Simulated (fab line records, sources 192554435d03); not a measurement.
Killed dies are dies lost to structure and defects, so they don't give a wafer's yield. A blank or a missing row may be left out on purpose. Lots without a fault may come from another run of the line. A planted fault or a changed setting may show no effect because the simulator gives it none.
fab line records | flow n5_finfet
record lots=7 wafers=39
route steps=1938 shown FIN_SAQP@96 MOL_CONTACT_COAG@586 BEOL_M0_SAQP@663 BEOL_M3@931 BEOL_M5@1129
start_h: hours from the record's first day to the start of the lot's first wafer shown | wait_h: hours since the lot's step before | " the same as in the row above | L1.1+2: a row that stands for several wafers | - no value, or no start given | * or withheld: withheld | < > ~ a bound
route shown NAME@n: a module of which the file shows steps, and the number in the route of the first | usual: mean/standard deviation of fault-free wafers | same: alike in all rows | chamber/n: place in a boat | sites: the reading at each site | _std_site: their standard deviation | _edge_site: outer sites' mean less inner sites' | radius_mm: how far each site lies from the wafer's centre | mask NAME#n: copy n | behind: the tool/chamber that last shaped the wafer | hold: why the lot was held/for how many hours/how that ended | device: the transistor (n, p or np) that didn't switch | end of line: the same wafers' tests at the end of the route | a step without rows: its recipe alone | killed: dies lost to structure and defects at the first sort, not the wafer's yield | map: a wafer's dies, x killed, . not, _ none there
set.NAME: the setting as run; set.NAME@STEP: as run at that earlier step | model.NAME: the simulator's own value behind a step, which no gauge read
lots whose settings were changed on purpose; a table a step, a row a wafer
## steps
# step N5_FIN_SAQP_HM_DEP_03
# recipe material=SiNx target_thk_a=380 temp_c=400 precursor=SiH4/NH3/N2 pressure_torr=1.5 rf_w=300 time_s=33.6
# columns lot.wafer tool chamber start_h wait_h set.time_s model.SiNx_of_FIN_SAQP_HM_DEP_03.thk_nm
L075.1 pecvd-02 2 27.35 0.2 33.6 38.19
L075.2 " 1 " " 15.47 17.05
L075.3 " 0 " " 33.6 37.74
L075.4 " 1 " " 33.6 38.24
L075.5 " 2 " " 15.47 18.07
L075.6 " 0 " " 15.47 17.83
L085.3 pecvd-04 0 89.43 0.1 33.6 38.05
L085.5 " 0 " " 33.6 38.48
L085.6 " 2 " " 33.6 38.88
L089.1 pecvd-04 1 111.51 0.2 33.6 38.46
L089.2 " 2 " " 48.69 55.03
L089.3 " 0 " " 33.6 38.73
L089.4 " 1 " " 33.6 39.62
L089.5 " 2 " " 48.69 55.63
L089.6 " 0 " " 48.69 56.73
L092.1 pecvd-03 1 129.46 0.2 42.69 47
L092.2+3 " 0,2 " " 42.69 46.83
L092.4 " 2 " " 33.6 37.3
L092.5 " 0 " " 33.6 37.56
L092.6 " 1 " " 33.6 37.41
L093.1 pecvd-02 0 135.19 0.2 52.78 58.78
L093.2 " 2 " " 52.78 59.33
L093.3 " 1 " " 33.6 37.25
L093.4 " 0 " " 33.6 38.53
L093.5 " 2 " " 52.78 60.18
L093.6 " 1 " " 33.6 37.88
L094.1 pecvd-04 0 140.97 0.2 33.6 38.19
L094.2 " 1 " " 33.6 38.14
L094.3 " 2 " " 33.6 37.35
L094.4 " 0 " " 33.6 39.03
L094.5 " 2 " " 33.6 38.5
L094.6 " 1 " " 33.6 39.19
L096.1 pecvd-03 0 153.04 0.2 38.87 42.68
L096.2 " 2 " " 38.87 43.14
L096.3 " 1 " " 33.6 36.98
L096.4 " 2 " " 38.87 43.98
L096.5 " 1 " " 33.6 37.61
L096.6 " 0 " " 33.6 37.79
# step N5_FIN_SAQP_THK_MEAS_05
# usual thk_nm=37.9/0.6
# columns lot.wafer tool chamber start_h wait_h set.time_s@FIN_SAQP_HM_DEP_03 thk_nm
L075.1 film_metro-02 - 27.43 0.1 33.6 38.1
L075.2 " - " " 15.47 17.1
L075.3 " - " " 33.6 37.7
L075.4 " - " " 33.6 38.2
L075.5 " - " " 15.47 18.0
L075.6 " - " " 15.47 17.8
L085.3 film_metro-02 - 89.52 0.1 33.6 38.1
L085.5 " - " " 33.6 38.5
L085.6 " - " " 33.6 38.9
L089.1 film_metro-02 - 111.60 0.1 33.6 38.5
L089.2 " - " " 48.69 55.0
L089.3 " - " " 33.6 38.7
L089.4 " - " " 33.6 39.7
L089.5 " - " " 48.69 55.7
L089.6 " - " " 48.69 56.7
L092.1 film_metro-02 - 129.54 0.1 42.69 47.0
L092.2 " - " " 42.69 46.8
L092.3 " - " " 42.69 46.8
L092.4 " - " " 33.6 37.3
L092.5 " - " " 33.6 37.5
L092.6 " - " " 33.6 37.4
L093.1 film_metro-02 - 135.28 0.1 52.78 58.7
L093.2 " - " " 52.78 59.3
L093.3 " - " " 33.6 37.3
L093.4 " - " " 33.6 38.5
L093.5 " - " " 52.78 60.1
L093.6 " - " " 33.6 37.9
L094.1 film_metro-01 - 141.06 0.1 33.6 38.2
L094.2 " - " " 33.6 38.1
L094.3 " - " " 33.6 37.3
L094.4 " - " " 33.6 39.0
L094.5 " - " " 33.6 38.5
L094.6 " - " " 33.6 39.2
L096.1 film_metro-02 - 153.13 0.1 38.87 42.6
L096.2 " - " " 38.87 43.1
L096.3 " - " " 33.6 37.0
L096.4 " - " " 38.87 44.0
L096.5 " - " " 33.6 37.6
L096.6 " - " " 33.6 37.8
# step N5_FIN_SAQP_PECVD_47
# recipe material=a-Si target_thk_a=450 temp_c=400 precursor=SiH4/He pressure_torr=3 rf_w=100 time_s=36.3
# step N5_FIN_SAQP_PECVD_48
# recipe material=SiNx target_thk_a=250 temp_c=400 precursor=SiH4/NH3/N2 pressure_torr=1.5 rf_w=300 time_s=22.1
# step N5_FIN_SAQP_MANDREL2_REMOVE_60
# recipe chemistry=HBr/Cl2/O2 bt_time_s=10 target=a-Si stop_on=SiNx endpoint=OES-SiCl over_etch_frac=1 icp_w=600 bias_w=22 HBr_flow_sccm=150 Cl2_flow_sccm=80 O2_flow_sccm=5 pressure_mtorr=10
# step N5_FIN_SAQP_HM_OPEN_33
# recipe chemistry=CH3F/O2 target=SiNx mask_material=SiO2 target_depth_a=494 time_s=70.6 pressure_mtorr=30 source_w=395 bias_w=73 Ar_flow_sccm=150 CH3F_flow_sccm=30 O2_flow_sccm=20 ion_energy_ev=120 ends=cleared
# usual etch_rf_on_time_s=69.2/1.5
# columns lot.wafer tool chamber start_h wait_h set.time_s@FIN_SAQP_HM_DEP_03 etch_rf_on_time_s model.etch.depth_nm
L075.1 rie_diel-05 1 32.36 0.0 33.6 67.7 37.49
L075.2 " 0 " " 15.47 30.2 16.42
L075.3 " 2 " " 33.6 67.8 37.11
L075.4 " 1 " " 33.6 68.6 37.61
L075.5 " 0 " " 15.47 32.1 17.44
L075.6 " 2 " " 15.47 31.3 17.21
L085.3 rie_diel-06 3 94.37 0.3 33.6 69.4 37.43
L085.5 " 0 " " 33.6 70.0 37.85
L085.6 " 1 " " 33.6 72.0 38.25
L089.1 rie_diel-05 1 116.65 0.1 33.6 69.9 37.83
L089.2 " 2 " " 48.69 101.4 54.41
L089.3 " 3 " " 33.6 71.3 38.1
L089.4 " 2 " " 33.6 72.8 38.99
L089.5 " 3 " " 48.69 102.1 55
L089.6 " 1 " " 48.69 104.0 56.1
L092.1 rie_diel-05 1 134.19 0.0 42.69 85.5 46.31
L092.2 " 2 " " 42.69 85.6 46.2
L092.3 " 3 " " 42.69 86.1 46.21
L092.4 " 0 " " 33.6 68.1 36.67
L092.5 " 1 " " 33.6 68.6 36.93
L092.6 " 2 " " 33.6 67.4 36.78
L093.1 rie_diel-01 3 140.38 0.1 52.78 104.0 58.15
L093.2 " 0 " " 52.78 110.4 58.7
L093.3 " 2 " " 33.6 68.5 36.62
L093.4 " 0 " " 33.6 70.3 37.78
L093.5 " 2 " " 52.78 110.6 59.55
L093.6 " 3 " " 33.6 67.4 37.25
L094.1 rie_diel-05 2 145.58 0.0 33.6 69.6 37.56
L094.2 " 0 " " 33.6 70.2 37.52
L094.3 " 3 " " 33.6 68.0 36.66
L094.4 " 1 " " 33.6 72.0 38.4
L094.5 " 0 " " 33.6 71.4 37.87
L094.6 " 3 " " 33.6 71.3 38.5
L096.1 rie_diel-01 0 158.03 0.0 38.87 79.4 41.92
L096.2 " 2 " " 38.87 79.9 42.51
L096.3 " 1 " " 33.6 67.2 36.35
L096.4 " 0 " " 38.87 81.8 43.35
L096.5 " 2 " " 33.6 69.8 36.97
L096.6 " 1 " " 33.6 68.3 37.16
# step N5_FIN_SAQP_ETCH_34
# recipe chemistry=C4F6/O2 target=SiO2 target_depth_a=450 time_s=15 ion_energy_ev=250 pressure_mtorr=30 source_w=345 bias_w=185 Ar_flow_sccm=300 C4F6_flow_sccm=10 O2_flow_sccm=10 ends=cleared
# columns lot.wafer tool chamber start_h wait_h set.time_s@FIN_SAQP_HM_DEP_03 model.SiNx_of_FIN_SAQP_HM_DEP_03.thk_nm
L075.1+4 rie_diel-05 1 32.43 0.0 33.6 34.6
L075.2 " 0 " " 15.47 13.6
L075.3 " 2 " " 33.6 34.2
L075.5 " 0 " " 15.47 14.6
L075.6 " 2 " " 15.47 14.2
L085.3 rie_diel-06 3 94.44 0.0 33.6 34.6
L085.5 " 0 " " 33.6 34.8
L085.6 " 1 " " 33.6 35.4
L089.1 rie_diel-05 1 116.72 0.0 33.6 35
L089.2 " 2 " " 48.69 51.4
L089.3 " 3 " " 33.6 35.2
L089.4 " 2 " " 33.6 36
L089.5 " 3 " " 48.69 52.2
L089.6 " 1 " " 48.69 53.2
L092.1+3 rie_diel-05 1,3 134.26 0.0 42.69 43.4
L092.2 " 2 " " 42.69 43.2
L092.4+6 " 0,2 " " 33.6 33.8
L092.5 " 1 " " 33.6 34
L093.1 rie_diel-01 3 140.45 0.0 52.78 55.2
L093.2 " 0 " " 52.78 55.8
L093.3 " 2 " " 33.6 33.8
L093.4 " 0 " " 33.6 34.8
L093.5 " 2 " " 52.78 56.6
L093.6 " 3 " " 33.6 34.4
L094.1+2 rie_diel-05 2,0 145.65 0.0 33.6 34.6
L094.3 " 3 " " 33.6 33.8
L094.4 " 1 " " 33.6 35.4
L094.5 " 0 " " 33.6 35
L094.6 " 3 " " 33.6 35.6
L096.1 rie_diel-01 0 158.10 0.0 38.87 39
L096.2 " 2 " " 38.87 39.6
L096.3 " 1 " " 33.6 33.4
L096.4 " 0 " " 38.87 40.4
L096.5 " 2 " " 33.6 34
L096.6 " 1 " " 33.6 34.2
# step N5_MOL_CONTACT_COAG_VIA_ETCH_46
# recipe chemistry=C4F6/O2 target_depth_a=460 overetch_a=92 mask_material=SOC target=SiO2 bias_w=455 pressure_mtorr=10 time_s=40 source_w=325 Ar_flow_sccm=300 C4F6_flow_sccm=10 O2_flow_sccm=10 ion_energy_ev=575.3 ends=end_point
# columns lot.wafer tool chamber start_h wait_h set.target_depth_a model.SOC_of_MOL_CONTACT_COAG_COAT_75.thk_nm
L075.1+2+3+6 rie_diel-06 3,2,1,1 104.55 0.0 460 50.8
L075.4 " 0 " " 460 50.4
L075.5 " 0 " " 460 50.6
L085.3 rie_diel-01 3 169.05 0.0 460 50.8
L085.5 " 0 " " 460 51.4
L085.6 " 1 " " 460 50.6
L089.1+4 rie_diel-06 3,0 194.22 0.0 347.9 52
L089.2 " 1 " " 460 50.8
L089.3 " 2 " " 460 51.2
L089.5 " 3 " " 347.9 52.2
L089.6 " 0 " " 460 50.4
L092.1 rie_diel-06 0 204.38 0.0 318.9 52.4
L092.2 " 2 " " 460 50.8
L092.3 " 1 " " 460 51
L092.4 " 3 " " 318.9 52.6
L092.5 " 0 " " 460 50.6
L092.6 " 3 " " 318.9 52.8
L093.1 rie_diel-01 0 215.06 0.0 576.8 50
L093.2 " 2 " " 460 51.2
L093.3+5 " 1,2 " " 576.8 49.6
L093.4+6 " 3 " " 460 50.8
L094.1+3+4 rie_diel-05 3,1,3 219.15 0.0 460 51
L094.2+6 " 2,1 " " 355.9 52.4
L094.5 " 2 " " 355.9 52.2
L096.1+4 rie_diel-05 1 231.44 0.0 460 51
L096.2+3 " 3,2 " " 331.4 52.6
L096.5 " 2 " " 460 51.2
L096.6 " 3 " " 331.4 52.4
# step N5_BEOL_M0_SAQP_SPACER1_ALD_98
# recipe material=SiO2 target_thk_a=128 temp_c=300 ald_precursor_family=BDEAS ald_co_reactant=O2-plasma pulse_time_s=1 purge_time_s=2 co_reactant_purge_time_s=2 ald_cycles=138 pressure_torr=2
# columns lot.wafer tool chamber start_h wait_h set.ald_cycles model.SiO2_of_BEOL_M0_SAQP_SPACER1_ALD_98.thk_nm
L075.1+2+4 ald_sin-03 0,1,2 113.08 0.3 108 10
L075.3+5+6 " 3,3,2 " " 138 12.8
L085.3+5+6 ald_sin-03 1,2,1 179.37 1.3 138 12.8
L089.1+2+3+4+5+6 ald_sin-03 3,1,2,0,1,2 202.69 0.3 138 12.8
L092.1+5 ald_sin-02 3,0 213.16 0.4 70 6.6
L092.2 " 0 " " 138 13
L092.3+4 " 2,1 " " 138 12.8
L092.6 " 1 " " 70 6.4
L093.1+3+6 ald_sin-03 0,2,0 225.17 0.3 186 17.2
L093.2+4+5 " 1,3,1 " " 138 12.8
L094.1+2+3+4+5+6 ald_sin-04 3,0,2,1,3,2 228.24 0.3 138 12.8
L096.1+2+3+4+5+6 ald_sin-03 3,2,1,0,3,2 241.26 0.3 138 12.8
# step N5_BEOL_M0_SAQP_SPACER1_ETCHBACK_99
# recipe chemistry=CHF3/O2 mode=anisotropic_etchback target=SiO2 target_depth_a=154 time_s=7.7 pressure_mtorr=30 source_w=650 bias_w=170 Ar_flow_sccm=200 CHF3_flow_sccm=50 O2_flow_sccm=5 ion_energy_ev=200
# step N5_BEOL_M0_SAQP_MANDREL1_REMOVE_100
# recipe chemistry=HBr/Cl2/O2 bt_time_s=10 target=a-Si stop_on=SiNx endpoint=OES-SiCl over_etch_frac=0.85 icp_w=600 bias_w=30 HBr_flow_sccm=150 Cl2_flow_sccm=80 O2_flow_sccm=5 pressure_mtorr=10
# columns lot.wafer tool chamber start_h wait_h set.ald_cycles@BEOL_M0_SAQP_SPACER1_ALD_98 model.BEOL_M0_SAQP.cd_nm model.SiO2_of_BEOL_M0_SAQP_SPACER1_ALD_98.thk_nm
L075.1+4 rie_si-04 0,1 113.76 0.1 108 10 4.6
L075.2 " 3 " " 108 10.2 4.6
L075.3+5+6 " 2,0,1 " " 138 12.8 7.4
L085.3+5+6 rie_si-01 3,1,0 179.93 0.1 138 12.8 7.4
L089.1+3+4+5+6 rie_si-01 1,3,0,3,2 203.26 0.1 138 12.8 7.4
L089.2 " 2 " " 138 13 7.4
L092.1+5+6 rie_si-06 1,1,2 213.72 0.1 70 6.6 3
L092.2 " 2 " " 138 13 7.6
L092.3 " 0 " " 138 12.8 7.4
L092.4 " 3 " " 138 12.6 7.4
L093.1 rie_si-01 3 225.73 0.1 186 17 11.8
L093.2+5 " 2,1 " " 138 13 7.4
L093.3 " 0 " " 186 17.2 11.8
L093.4 " 1 " " 138 12.8 7.4
L093.6 " 2 " " 186 17.4 11.8
L094.1+2 rie_si-06 3,1 228.84 0.1 138 12.8 7.4
L094.3+4+5 " 2,0,2 " " 138 13 7.4
L094.6 " 3 " " 138 12.6 7.4
L096.1+2+5 rie_si-06 2,0,0 241.83 0.1 138 13 7.4
L096.3+4+6 " 3,1,3 " " 138 12.8 7.4
# step N5_BEOL_M0_SAQP_CD_MEAS_25
# recipe target_cd_nm=13.1 landing_energy_ev=1000 detector=se_inlens
# usual cd_nm=12.83/0.21
# columns lot.wafer tool chamber start_h wait_h set.ald_cycles@BEOL_M0_SAQP_SPACER1_ALD_98 cd_nm
L075.1 cd_sem-02 0 113.87 0.1 108 10.33
L075.2 " 0 " " 108 10.02
L075.3 " 0 " " 138 12.63
L075.4 " 0 " " 108 9.60
L075.5 " 0 " " 138 12.88
L075.6 " 0 " " 138 13.19
L085.3 cd_sem-02 0 180.04 0.1 138 13.06
L085.5 " 0 " " 138 12.98
L085.6 " 0 " " 138 12.66
L089.1 cd_sem-01 0 203.37 0.1 138 12.63
L089.2 " 0 " " 138 13.17
L089.3 " 0 " " 138 12.27
L089.4 " 0 " " 138 13.37
L089.5 " 0 " " 138 12.76
L089.6 " 0 " " 138 13.02
L092.1 cd_sem-02 0 213.83 0.1 70 6.53
L092.2 " 0 " " 138 12.74
L092.3 " 0 " " 138 12.65
L092.4 " 0 " " 138 12.61
L092.5 " 0 " " 70 6.58
L092.6 " 0 " " 70 6.58
L093.1 cd_sem-02 0 225.84 0.1 186 17.01
L093.2 " 0 " " 138 12.89
L093.3 " 0 " " 186 17.24
L093.4 " 0 " " 138 12.70
L093.5 " 0 " " 138 13.20
L093.6 " 0 " " 186 17.59
L094.1 cd_sem-01 0 228.95 0.1 138 12.75
L094.2 " 0 " " 138 12.97
L094.3 " 0 " " 138 12.56
L094.4 " 0 " " 138 12.95
L094.5 " 0 " " 138 13.00
L094.6 " 0 " " 138 13.03
L096.1 cd_sem-01 0 241.94 0.1 138 12.94
L096.2 " 0 " " 138 12.93
L096.3 " 0 " " 138 12.54
L096.4 " 0 " " 138 12.86
L096.5 " 0 " " 138 12.97
L096.6 " 0 " " 138 12.61
# step N5_BEOL_M3_ILD_DEP_00
# recipe material=SiOC target_thk_a=790 temp_c=350 precursor=DEMS/O2 pressure_torr=5 rf_w=500 time_s=15.3
# columns lot.wafer tool chamber start_h wait_h set.time_s model.SiOC_of_BEOL_M3_ILD_DEP_00.thk_nm
L075.1 pecvd-03 0 153.24 0.0 12.52 64.8
L075.2 " 2 " " 15.3 78.2
L075.3 " 1 " " 12.52 65.8
L075.4 " 1 " " 12.52 66.6
L075.5+6 " 2,0 " " 15.3 80
L085.3 pecvd-01 0 218.53 0.0 15.3 78.6
L085.5 " 1 " " 15.3 80
L085.6 " 2 " " 15.3 80.8
L089.1 pecvd-02 2 240.65 0.0 15.3 78.8
L089.2+3 " 0,1 " " 6.413 33
L089.4 " 0 " " 15.3 80.2
L089.5 " 2 " " 6.413 34.8
L089.6 " 1 " " 15.3 79.2
L092.1 pecvd-02 2 242.36 0.0 7.079 37.6
L092.2 " 1 " " 7.079 36.4
L092.3 " 0 " " 7.079 36.8
L092.4 " 0 " " 15.3 79.4
L092.5 " 2 " " 15.3 81.2
L092.6 " 1 " " 15.3 80
L093.1 pecvd-02 0 260.90 0.0 15.3 77.8
L093.2+3 " 2,1 " " 15.3 78.4
L093.4 " 1 " " 15.3 79.8
L093.5 " 2 " " 15.3 79.6
L093.6 " 0 " " 15.3 78.8
L094.1 pecvd-03 1 265.35 0.0 9.807 51
L094.2 " 2 " " 15.3 79.8
L094.3 " 0 " " 9.807 50.8
L094.4 " 1 " " 15.3 80.2
L094.5 " 2 " " 9.807 53.4
L094.6 " 0 " " 15.3 80.6
L096.1 pecvd-03 2 276.31 0.0 15.3 79.2
L096.2 " 1 " " 15.3 79.4
L096.3 " 1 " " 15.3 79.8
L096.4 " 2 " " 24.33 126.4
L096.5 " 2 " " 24.33 125.6
L096.6 " 1 " " 24.33 124.6
# step N5_BEOL_M3_THK_MEAS_01
# recipe reads=SiOC_of_BEOL_M3_ILD_DEP_00
# usual M3_ILD_THK=79.1/0.96
# columns lot.wafer tool chamber start_h wait_h set.time_s@BEOL_M3_ILD_DEP_00 M3_ILD_THK[nm]
L075.1 film_metro-02 - 153.30 0.0 12.52 64.9
L075.2 " - " " 15.3 78.2
L075.3 " - " " 12.52 65.8
L075.4 " - " " 12.52 66.7
L075.5 " - " " 15.3 79.9
L075.6 " - " " 15.3 80.1
L085.3 film_metro-02 - 218.60 0.1 15.3 78.6
L085.5 " - " " 15.3 80.0
L085.6 " - " " 15.3 80.7
L089.1 film_metro-02 - 240.72 0.0 15.3 78.9
L089.2 " - " " 6.413 33.1
L089.3 " - " " 6.413 32.9
L089.4 " - " " 15.3 80.2
L089.5 " - " " 6.413 34.8
L089.6 " - " " 15.3 79.2
L092.1 film_metro-02 - 242.43 0.0 7.079 37.5
L092.2 " - " " 7.079 36.5
L092.3 " - " " 7.079 36.8
L092.4 " - " " 15.3 79.4
L092.5 " - " " 15.3 81.4
L092.6 " - " " 15.3 79.9
L093.1 film_metro-01 - 260.97 0.0 15.3 77.8
L093.2 " - " " 15.3 78.3
L093.3 " - " " 15.3 78.4
L093.4 " - " " 15.3 79.8
L093.5 " - " " 15.3 79.6
L093.6 " - " " 15.3 78.7
L094.1 film_metro-01 - 265.42 0.0 9.807 51.0
L094.2 " - " " 15.3 79.8
L094.3 " - " " 9.807 50.8
L094.4 " - " " 15.3 80.2
L094.5 " - " " 9.807 53.5
L094.6 " - " " 15.3 80.5
L096.1 film_metro-01 - 276.39 0.1 15.3 79.2
L096.2 " - " " 15.3 79.3
L096.3 " - " " 15.3 79.7
L096.4 " - " " 24.33 126.4
L096.5 " - " " 24.33 125.5
L096.6 " - " " 24.33 124.6
# step N5_BEOL_M5_DESCUM_16
# recipe chemistry=O2 time_s=7 source_power_w=50 bias_power_w=20 pressure_mtorr=20 rf_frequency_hz=2.712e+07 temp_c=40 resist=CAR-EUV o2_flow_sccm=225
# columns lot.wafer tool chamber start_h wait_h set.time_s model.CAR-EUV_of_BEOL_M5_COAT_05.thk_nm
L075.1+6 rie_diel-04 2,3 180.17 0.1 7 26.2
L075.2+3+5 " 0,1,0 " " 8.092 25.6
L075.4 " 3 " " 7 26
L085.3+5+6 rie_diel-04 1,3,2 248.20 0.1 7 26.2
L089.1+3+4 rie_diel-02 1,0,2 272.14 0.1 8.288 25.4
L089.2 " 3 " " 7 26.2
L089.5+6 " 1,0 " " 7 26
L092.1+4+5 rie_diel-03 1,2,2 280.47 0.0 3.544 27.8
L092.2+3 " 0,3 " " 7 26.2
L092.6 " 3 " " 7 26
L094.1+5+6 rie_diel-03 2,1,2 289.00 0.1 7 26
L094.2+4 " 1,3 " " 8.133 25.6
L094.3 " 0 " " 8.133 25.4
L093.1 rie_diel-04 3 292.52 0.2 7 26
L093.2+4 " 1,0 " " 7 26.2
L093.3 " 2 " " 5.911 26.8
L093.5+6 " 0,3 " " 5.911 26.6
L096.1 rie_diel-02 2 305.92 0.0 7 26
L096.2+5 " 0,3 " " 7 26.2
L096.3+4+6 " 3,1,0 " " 8.247 25.4
## key
split step=N5_FIN_SAQP_HM_DEP_03 setting=time_s stated=33.6 by=wafer
response step=N5_FIN_SAQP_HM_DEP_03 reading=model.SiNx_of_FIN_SAQP_HM_DEP_03.thk_nm change=+0.375 per=1% r=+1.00
response step=N5_FIN_SAQP_THK_MEAS_05 reading=thk_nm change=* per=1% r=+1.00
response step=N5_FIN_SAQP_HM_OPEN_33 reading=etch_rf_on_time_s change=* per=1% r=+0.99
response step=N5_FIN_SAQP_HM_OPEN_33 reading=model.etch.depth_nm change=+0.375 per=1% r=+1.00
response step=N5_FIN_SAQP_ETCH_34 reading=model.SiNx_of_FIN_SAQP_HM_DEP_03.thk_nm change=+0.374 per=1% r=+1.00
split step=N5_MOL_CONTACT_COAG_VIA_ETCH_46 setting=target_depth_a stated=460 by=wafer
response step=N5_MOL_CONTACT_COAG_VIA_ETCH_46 reading=model.SOC_of_MOL_CONTACT_COAG_COAT_75.thk_nm change=-0.0541 per=1% r=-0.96
split step=N5_BEOL_M0_SAQP_SPACER1_ALD_98 setting=ald_cycles stated=138 by=wafer
response step=N5_BEOL_M0_SAQP_SPACER1_ALD_98 reading=model.SiO2_of_BEOL_M0_SAQP_SPACER1_ALD_98.thk_nm change=+0.128 per=1% r=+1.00
response step=N5_BEOL_M0_SAQP_MANDREL1_REMOVE_100 reading=model.BEOL_M0_SAQP.cd_nm change=+0.125 per=1% r=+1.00
response step=N5_BEOL_M0_SAQP_MANDREL1_REMOVE_100 reading=model.SiO2_of_BEOL_M0_SAQP_SPACER1_ALD_98.thk_nm change=+0.106 per=1% r=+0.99
response step=N5_BEOL_M0_SAQP_CD_MEAS_25 reading=cd_nm change=+0.125 per=1% r=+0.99
split step=N5_BEOL_M3_ILD_DEP_00 setting=time_s stated=15.3 by=wafer
response step=N5_BEOL_M3_ILD_DEP_00 reading=model.SiOC_of_BEOL_M3_ILD_DEP_00.thk_nm change=+0.79 per=1% r=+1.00
response step=N5_BEOL_M3_THK_MEAS_01 reading=M3_ILD_THK change=+0.79 per=1% r=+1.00
split step=N5_BEOL_M5_DESCUM_16 setting=time_s stated=7 by=wafer
response step=N5_BEOL_M5_DESCUM_16 reading=model.CAR-EUV_of_BEOL_M5_COAT_05.thk_nm change=-0.0343 per=1% r=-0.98
